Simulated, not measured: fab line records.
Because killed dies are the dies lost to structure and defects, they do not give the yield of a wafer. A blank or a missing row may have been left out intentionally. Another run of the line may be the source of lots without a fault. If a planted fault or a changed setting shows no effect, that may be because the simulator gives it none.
What tool caused it? :: flow n5 finfet :: Sampling: 8 lots, 23 wafers, 8 of 1938 route steps

== WHAT THE GAUGES READ, wafer by wafer ==
N5_FIN_SAQP_OCD_MEAS_76.
lot: L942
measured: day 3 03:15
on: ocd-02
trench depth nm (nm): 118.4 116.7 120.0

lot: L943
measured: day 3 08:05
on: ocd-02
trench depth nm (nm): 120.0 118.0 118.7

lot: L944
measured: day 3 14:00
on: ocd-02
trench depth nm (nm): 0 0.2 0

lot: L945
measured: day 3 21:14
on: ocd-02
trench depth nm (nm): 0 0.5 0.4

lot: L946
measured: day 4 02:06
on: ocd-01
trench depth nm (nm): 119.8 121.2 121.4

lot: L956
measured: day 6 15:28
on: ocd-01
trench depth nm (nm): 120.5 117.9 117.7

lot: L959
measured: day 7 08:17
on: ocd-01
trench depth nm (nm): 122.8 117.7 120.3

lot: L961
measured: day 7 21:37
on: ocd-02
trench depth nm (nm): 117.9 117.8

N5_BEOL_M4_RC_MEAS_101.
lot: L942
measured: day 9 23:35
on: prober-01
DIBL_N (mV/V): 37.4 38.0 38.5
DIBL_P (mV/V): 38.6 39.2 39.4
IOFF_N (nA/um): 0.19 0.19 0.20
IOFF_P (nA/um): 0.24 0.25 0.24
ION_N (uA/um): 694 670 678
ION_P (uA/um): 470 454 457
SS_N (mV/dec): 72.2 72.3 72.9
SS_P (mV/dec): 73.8 73.3 74.5
VT_N (mV): 249 250 249
VT_P (mV): -247 -252 -251

lot: L943
measured: day 9 23:16
on: prober-02
DIBL_N (mV/V): 41.4 38.8 39.2
DIBL_P (mV/V): 41.8 39.1 39.7
IOFF_N (nA/um): 0.26 0.19 0.20
IOFF_P (nA/um): 0.29 0.24 0.24
ION_N (uA/um): 697 673 690
ION_P (uA/um): 466 457 468
SS_N (mV/dec): 72.5 73.0 72.9
SS_P (mV/dec): 75.0 74.2 75.1
VT_N (mV): 245 247 248
VT_P (mV): -246 -249 -251

lot: L946
measured: day 10 06:41
on: prober-01
DIBL_N (mV/V): 34.1 36.0 37.1
DIBL_P (mV/V): 32.0 35.3 37.1
IOFF_N (nA/um): 0.11 0.13 0.15
IOFF_P (nA/um): 0.14 0.16 0.20
ION_N (uA/um): 661 658 654
ION_P (uA/um): 453 450 455
SS_N (mV/dec): 70.8 71.4 72.1
SS_P (mV/dec): 72.9 73.9 74.2
VT_N (mV): 259 255 251
VT_P (mV): -259 -258 -254

lot: L956
measured: day 12 21:49
on: prober-01
DIBL_N (mV/V): 35.9 34.4 36.0
DIBL_P (mV/V): 37.7 35.8 37.3
IOFF_N (nA/um): 0.18 0.14 0.18
IOFF_P (nA/um): 0.26 0.22 0.24
ION_N (uA/um): 676 655 677
ION_P (uA/um): 469 460 469
SS_N (mV/dec): 71.0 70.9 72.3
SS_P (mV/dec): 73.7 73.8 73.8
VT_N (mV): 248 255 248
VT_P (mV): -244 -248 -247

lot: L959
measured: day 13 21:25
on: prober-01
DIBL_N (mV/V): 36.4 39.7 34.3
DIBL_P (mV/V): 36.3 40.5 32.5
IOFF_N (nA/um): 0.17 0.26 0.13
IOFF_P (nA/um): 0.25 0.34 0.18
ION_N (uA/um): 678 698 672
ION_P (uA/um): 473 475 460
SS_N (mV/dec): 72.1 72.2 70.5
SS_P (mV/dec): 73.6 74.3 72.5
VT_N (mV): 251 242 251
VT_P (mV): -248 -244 -249

lot: L961
measured: day 14 06:51
on: prober-02
DIBL_N (mV/V): 37.1 34.0
DIBL_P (mV/V): 38.2 34.5
IOFF_N (nA/um): 0.17 0.12
IOFF_P (nA/um): 0.21 0.16
ION_N (uA/um): 685 675
ION_P (uA/um): 470 460
SS_N (mV/dec): 71.1 70.8
SS_P (mV/dec): 74.5 73.5
VT_N (mV): 253 252
VT_P (mV): -253 -258

== EACH LOT AND THE TOOL THAT RAN IT (in order: tool; ch and the chambers of the sampled wafers; start) ==
lot: L942
N5_FIN_SAQP_SPACER1_ETCHBACK_25: rie diel-05 ch 1,2,3, day 3 00:57
N5_FIN_SAQP_ETCH_65: rie si-01 ch 0,2, day 3 01:18
N5_FIN_SAQP_SPACER2_ETCHBACK_29: rie diel-02 ch 0,2,3, day 3 02:30
N5_FIN_SAQP_HM_OPEN_33: rie diel-01 ch 2,3, day 3 02:44
N5_FIN_SAQP_ETCH_34: rie diel-01 ch 2,3, day 3 02:49
N5_FIN_SAQP_HM_CD_35: cd sem-02, day 3 02:58

lot: L943
N5_FIN_SAQP_SPACER1_ETCHBACK_25: rie diel-01 ch 2,3, day 3 05:46
N5_FIN_SAQP_ETCH_65: rie si-06 ch 0,3, day 3 06:08
N5_FIN_SAQP_SPACER2_ETCHBACK_29: rie diel-01 ch 1,2, day 3 07:19
N5_FIN_SAQP_HM_OPEN_33: rie diel-01 ch 0,2, day 3 07:34
N5_FIN_SAQP_ETCH_34: rie diel-01 ch 0,2, day 3 07:38
N5_FIN_SAQP_HM_CD_35: cd sem-01, day 3 07:47

lot: L944
N5_FIN_SAQP_SPACER1_ETCHBACK_25: rie diel-01 ch 0,2,3, day 3 11:33
N5_FIN_SAQP_ETCH_65: rie si-01 ch 2,3, day 3 11:55
N5_FIN_SAQP_SPACER2_ETCHBACK_29: rie diel-02 ch 0,3, day 3 13:15
N5_FIN_SAQP_HM_OPEN_33: rie diel-01 ch 0,1, day 3 13:30
N5_FIN_SAQP_ETCH_34: rie diel-01 ch 0,1, day 3 13:34
N5_FIN_SAQP_HM_CD_35: cd sem-02, day 3 13:43

lot: L945
N5_FIN_SAQP_SPACER1_ETCHBACK_25: rie diel-05 ch 0,1,3, day 3 18:56
N5_FIN_SAQP_ETCH_65: rie si-06 ch 2,3, day 3 19:17
N5_FIN_SAQP_SPACER2_ETCHBACK_29: rie diel-02 ch 2,3, day 3 20:29
N5_FIN_SAQP_HM_OPEN_33: rie diel-02 ch 0,1,2, day 3 20:44
N5_FIN_SAQP_ETCH_34: rie diel-02 ch 0,1,2, day 3 20:48
N5_FIN_SAQP_HM_CD_35: cd sem-02, day 3 20:57

lot: L946
N5_FIN_SAQP_SPACER1_ETCHBACK_25: rie diel-01 ch 0,1,2, day 3 23:44
N5_FIN_SAQP_ETCH_65: rie si-05 ch 1,2,3, day 4 00:05
N5_FIN_SAQP_SPACER2_ETCHBACK_29: rie diel-01 ch 0,1, day 4 01:21
N5_FIN_SAQP_HM_OPEN_33: rie diel-01 ch 0,2, day 4 01:36
N5_FIN_SAQP_ETCH_34: rie diel-01 ch 0,2, day 4 01:40
N5_FIN_SAQP_HM_CD_35: cd sem-02, day 4 01:49

lot: L956
N5_FIN_SAQP_SPACER1_ETCHBACK_25: rie diel-02 ch 0,1,2, day 6 13:03
N5_FIN_SAQP_ETCH_65: rie si-05 ch 0,2,3, day 6 13:24
N5_FIN_SAQP_SPACER2_ETCHBACK_29: rie diel-01 ch 0,1,2, day 6 14:43
N5_FIN_SAQP_HM_OPEN_33: rie diel-01 ch 0,1,3, day 6 14:58
N5_FIN_SAQP_ETCH_34: rie diel-01 ch 0,2,3, day 6 15:02
N5_FIN_SAQP_HM_CD_35: cd sem-01, day 6 15:11

lot: L959
N5_FIN_SAQP_SPACER1_ETCHBACK_25: rie diel-02 ch 0,1, day 7 05:58
N5_FIN_SAQP_ETCH_65: rie si-05 ch 1,3, day 7 06:20
N5_FIN_SAQP_SPACER2_ETCHBACK_29: rie diel-02 ch 0,1, day 7 07:31
N5_FIN_SAQP_HM_OPEN_33: rie diel-01 ch 0,1, day 7 07:46
N5_FIN_SAQP_ETCH_34: rie diel-01 ch 0,1, day 7 07:50
N5_FIN_SAQP_HM_CD_35: cd sem-03, day 7 07:59

lot: L961
N5_FIN_SAQP_SPACER1_ETCHBACK_25: rie diel-01 ch 0, day 7 18:22
N5_FIN_SAQP_ETCH_65: rie si-06 ch 2, day 7 18:44
N5_FIN_SAQP_SPACER2_ETCHBACK_29: rie diel-05 ch 0, day 7 20:49
N5_FIN_SAQP_HM_OPEN_33: rie diel-02 ch 2,3, day 7 21:06
N5_FIN_SAQP_ETCH_34: rie diel-02 ch 2,3, day 7 21:10
N5_FIN_SAQP_HM_CD_35: cd sem-03, day 7 21:19
- N5_FIN_SAQP_SPACER1_ETCHBACK_25: etches SiO2 in CHF3/O2, target depth 24.4 nm, time 12.2 s.
- N5_FIN_SAQP_ETCH_65: etches SiO2 in CF4, target depth 4 nm, time 4.4 s.
- N5_FIN_SAQP_SPACER2_ETCHBACK_29: etches SiO2 in CHF3/O2, target depth 12.2 nm, time 6.1 s.
- N5_FIN_SAQP_HM_OPEN_33: chemistry CH3F/O2, target SiNx, target depth 49.4 nm, time 70.6 s.
- N5_FIN_SAQP_ETCH_34: etches SiO2 in C4F6/O2, target depth 45 nm, time 15 s.
- N5_FIN_SAQP_HM_CD_35: target cd 8 nm.

== WHAT THE TOOLS THEMSELVES READ (means of the sampled wafers that have a number; where no wafer has one, the mark that the record gives instead) ==
N5_FIN_SAQP_SPACER1_ETCHBACK_25.
lot: L942
tool: rie diel-05
drypump motor current A (A): 5.4
oes product au (a.u.): 0.73
rf vpp V (V): 534
showerhead plenum p Torr (Torr): 2.47
throttle valve pct (%): 18.99

lot: L943
tool: rie diel-01
drypump motor current A (A): 5.7
oes product au (a.u.): 0.81
rf vpp V (V): 534
showerhead plenum p Torr (Torr): 2.48
throttle valve pct (%): 19.10

lot: L944
tool: rie diel-01
drypump motor current A (A): 5.9
oes product au (a.u.): 0.77
rf vpp V (V): 517
showerhead plenum p Torr (Torr): 2.41
throttle valve pct (%): 19.15

lot: L945
tool: rie diel-05
drypump motor current A (A): 5.6
oes product au (a.u.): 0.73
rf vpp V (V): 527
showerhead plenum p Torr (Torr): 2.45
throttle valve pct (%): 19.03

lot: L946
tool: rie diel-01
drypump motor current A (A): 6.2
oes product au (a.u.): 0.74
rf vpp V (V): 526
showerhead plenum p Torr (Torr): 2.44
throttle valve pct (%): 19.08

lot: L956
tool: rie diel-02
drypump motor current A (A): 5.6
oes product au (a.u.): 0.77
rf vpp V (V): 525
showerhead plenum p Torr (Torr): 2.39
throttle valve pct (%): 18.95

lot: L959
tool: rie diel-02
drypump motor current A (A): 5.5
oes product au (a.u.): 0.74
rf vpp V (V): 511
showerhead plenum p Torr (Torr): 2.37
throttle valve pct (%): 19.05

lot: L961
tool: rie diel-01
drypump motor current A (A): 6.2
oes product au (a.u.): 0.68
rf vpp V (V): 490
showerhead plenum p Torr (Torr): 2.31
throttle valve pct (%): 19.43

N5_FIN_SAQP_ETCH_65.
lot: L942
tool: rie si-01
drypump motor current A (A): 5.3
oes product au (a.u.): 0.981
throttle valve pct (%): 21.76

lot: L943
tool: rie si-06
drypump motor current A (A): 5.5
oes product au (a.u.): 0.977
throttle valve pct (%): 21.60

lot: L944
tool: rie si-01
drypump motor current A (A): 5.3
oes product au (a.u.): 0.974
throttle valve pct (%): 21.85

lot: L945
tool: rie si-06
drypump motor current A (A): 5.0
oes product au (a.u.): 0.986
throttle valve pct (%): 21.62

lot: L946
tool: rie si-05
drypump motor current A (A): 5.5
oes product au (a.u.): 1.007
throttle valve pct (%): 21.80

lot: L956
tool: rie si-05
drypump motor current A (A): 5.4
oes product au (a.u.): 1.006
throttle valve pct (%): 21.86

lot: L959
tool: rie si-05
drypump motor current A (A): 5.5
oes product au (a.u.): 1.012
throttle valve pct (%): 21.71

lot: L961
tool: rie si-06
drypump motor current A (A): 5.0
oes product au (a.u.): 0.995
throttle valve pct (%): 21.71

N5_FIN_SAQP_SPACER2_ETCHBACK_29.
lot: L942
tool: rie diel-02
drypump motor current A (A): 5.6
oes product au (a.u.): 0.76
rf vpp V (V): 518
showerhead plenum p Torr (Torr): 2.41
throttle valve pct (%): 19.12

lot: L943
tool: rie diel-01
drypump motor current A (A): 6.3
oes product au (a.u.): 0.75
rf vpp V (V): 545
showerhead plenum p Torr (Torr): 2.49
throttle valve pct (%): 18.83

lot: L944
tool: rie diel-02
drypump motor current A (A): 5.5
oes product au (a.u.): 0.74
rf vpp V (V): 503
showerhead plenum p Torr (Torr): 2.40
throttle valve pct (%): 19.19

lot: L945
tool: rie diel-02
drypump motor current A (A): 5.8
oes product au (a.u.): 0.78
rf vpp V (V): 533
showerhead plenum p Torr (Torr): 2.43
throttle valve pct (%): 19.04

lot: L946
tool: rie diel-01
drypump motor current A (A): 6.3
oes product au (a.u.): 0.71
rf vpp V (V): 510
showerhead plenum p Torr (Torr): 2.37
throttle valve pct (%): 19.14

lot: L956
tool: rie diel-01
drypump motor current A (A): 6.1
oes product au (a.u.): 0.73
rf vpp V (V): 527
showerhead plenum p Torr (Torr): 2.43
throttle valve pct (%): 19.13

lot: L959
tool: rie diel-02
drypump motor current A (A): 5.7
oes product au (a.u.): 0.74
rf vpp V (V): 526
showerhead plenum p Torr (Torr): 2.33
throttle valve pct (%): 18.90

lot: L961
tool: rie diel-05
drypump motor current A (A): 6.4
oes product au (a.u.): 0.74
rf vpp V (V): 506
showerhead plenum p Torr (Torr): 2.33
throttle valve pct (%): 18.98

N5_FIN_SAQP_HM_OPEN_33.
lot: L942
tool: rie diel-01
CH3F_flow_sccm (sccm): 30.05
O2_flow_sccm (sccm): 19.99
drypump motor current A (A): 5.7
etch rf on time s (s): 69.7
oes product au (a.u.): 0.68
rf vpp V (V): 299
showerhead plenum p Torr (Torr): 2.03
throttle valve pct (%): 16.38

lot: L943
tool: rie diel-01
CH3F_flow_sccm (sccm): 29.94
O2_flow_sccm (sccm): 20.00
drypump motor current A (A): 5.9
etch rf on time s (s): 68.8
oes product au (a.u.): 0.67
rf vpp V (V): 297
showerhead plenum p Torr (Torr): 2.03
throttle valve pct (%): 16.67

lot: L944
tool: rie diel-01
CH3F_flow_sccm (sccm): -
O2_flow_sccm (sccm): -
drypump motor current A (A): -
etch rf on time s (s): -
oes product au (a.u.): -
rf vpp V (V): -
showerhead plenum p Torr (Torr): -
throttle valve pct (%): -

lot: L945
tool: rie diel-02
CH3F_flow_sccm (sccm): -
O2_flow_sccm (sccm): -
drypump motor current A (A): -
etch rf on time s (s): -
oes product au (a.u.): -
rf vpp V (V): -
showerhead plenum p Torr (Torr): -
throttle valve pct (%): -

lot: L946
tool: rie diel-01
CH3F_flow_sccm (sccm): 30.04
O2_flow_sccm (sccm): 20.03
drypump motor current A (A): 5.9
etch rf on time s (s): 69.7
oes product au (a.u.): 0.66
rf vpp V (V): 298
showerhead plenum p Torr (Torr): 2.03
throttle valve pct (%): 16.68

lot: L956
tool: rie diel-01
CH3F_flow_sccm (sccm): 29.91
O2_flow_sccm (sccm): 20.00
drypump motor current A (A): 6.2
etch rf on time s (s): 69.9
oes product au (a.u.): 0.61
rf vpp V (V): 295
showerhead plenum p Torr (Torr): 1.99
throttle valve pct (%): 16.47

lot: L959
tool: rie diel-01
CH3F_flow_sccm (sccm): 30.02
O2_flow_sccm (sccm): 19.96
drypump motor current A (A): 6.4
etch rf on time s (s): 70.1
oes product au (a.u.): 0.59
rf vpp V (V): 289
showerhead plenum p Torr (Torr): 1.96
throttle valve pct (%): 16.64

lot: L961
tool: rie diel-02
CH3F_flow_sccm (sccm): 29.99
O2_flow_sccm (sccm): 19.98
drypump motor current A (A): 5.8
etch rf on time s (s): 69.5
oes product au (a.u.): 0.73
rf vpp V (V): 300
showerhead plenum p Torr (Torr): 1.99
throttle valve pct (%): 16.34

N5_FIN_SAQP_ETCH_34.
lot: L942
tool: rie diel-01
drypump motor current A (A): 5.7
etch rf on time s (s): 14.8
oes product au (a.u.): 0.68
rf vpp V (V): 670
showerhead plenum p Torr (Torr): 2.88
throttle valve pct (%): 21.11

lot: L943
tool: rie diel-01
drypump motor current A (A): 5.9
etch rf on time s (s): 14.9
oes product au (a.u.): 0.66
rf vpp V (V): 665
showerhead plenum p Torr (Torr): 2.88
throttle valve pct (%): 21.39

lot: L944
tool: rie diel-01
drypump motor current A (A): 6.3
etch rf on time s (s): 37.5
oes product au (a.u.): 0.26
rf vpp V (V): 647
showerhead plenum p Torr (Torr): 2.81
throttle valve pct (%): 20.99

lot: L945
tool: rie diel-02
drypump motor current A (A): 5.6
etch rf on time s (s): 37.5
oes product au (a.u.): 0.30
rf vpp V (V): 670
showerhead plenum p Torr (Torr): 2.83
throttle valve pct (%): 20.79

lot: L946
tool: rie diel-01
drypump motor current A (A): 5.9
etch rf on time s (s): 15.0
oes product au (a.u.): 0.65
rf vpp V (V): 666
showerhead plenum p Torr (Torr): 2.88
throttle valve pct (%): 21.40

lot: L956
tool: rie diel-01
drypump motor current A (A): 5.9
etch rf on time s (s): 14.9
oes product au (a.u.): 0.64
rf vpp V (V): 656
showerhead plenum p Torr (Torr): 2.83
throttle valve pct (%): 21.33

lot: L959
tool: rie diel-01
drypump motor current A (A): 6.4
etch rf on time s (s): 15.0
oes product au (a.u.): 0.59
rf vpp V (V): 646
showerhead plenum p Torr (Torr): 2.79
throttle valve pct (%): 21.35

lot: L961
tool: rie diel-02
drypump motor current A (A): 5.8
etch rf on time s (s): 15.1
oes product au (a.u.): 0.73
rf vpp V (V): 673
showerhead plenum p Torr (Torr): 2.83
throttle valve pct (%): 21.12

N5_FIN_SAQP_HM_CD_35.
lot: L942
tool: cd sem-02
cd nm (nm): 8.06

lot: L943
tool: cd sem-01
cd nm (nm): 8.09

lot: L944
tool: cd sem-02
cd nm (nm): -

lot: L945
tool: cd sem-02
cd nm (nm): -

lot: L946
tool: cd sem-02
cd nm (nm): 8.12

lot: L956
tool: cd sem-01
cd nm (nm): 8.12

lot: L959
tool: cd sem-03
cd nm (nm): 8.13

lot: L961
tool: cd sem-03
cd nm (nm): 8.30

== THE ANSWER, worked out from the rows above alone ==
Rule: the lots themselves supply what counts as usual. Put in order of their means at a reading, lots are off if they are a third of the lots or fewer, leave a main group of 4 or more, and stand apart from it by a gap of 3 or more times the standard deviation of the main group's means; of several such gaps the widest counts. A main group is skipped when, at the precision printed for the reading in the tables above, its means are all equal. A lot without any number at a reading at which 4 lots or more have one is off too. Any other lot the step has rows for is counted as sound. The gauges are gone through in route order, then the tools' own readings, and for those a lot's mean is taken as printed above. The first step at which some lot is off is used, and at that step the reading that is off furthest; a lot without a number counts as furthest.
Off: L944, L945 (N5_FIN_SAQP_OCD_MEAS_76, trench depth nm). Main group: mean 119.1 nm, sd 1.
A tool fits if, at a process step before that reading, it ran every lot that is off, and no sound lot after the first of them. The gauges at N5_FIN_SAQP_OCD_MEAS_76 aren't tried: what is off there is off at N5_FIN_SAQP_HM_OPEN_33 too, on other tools, and a gauge's error can't cause that. No candidate that was tried fits.

== WHAT WAS PUT IN BY THE SIMULATOR ==
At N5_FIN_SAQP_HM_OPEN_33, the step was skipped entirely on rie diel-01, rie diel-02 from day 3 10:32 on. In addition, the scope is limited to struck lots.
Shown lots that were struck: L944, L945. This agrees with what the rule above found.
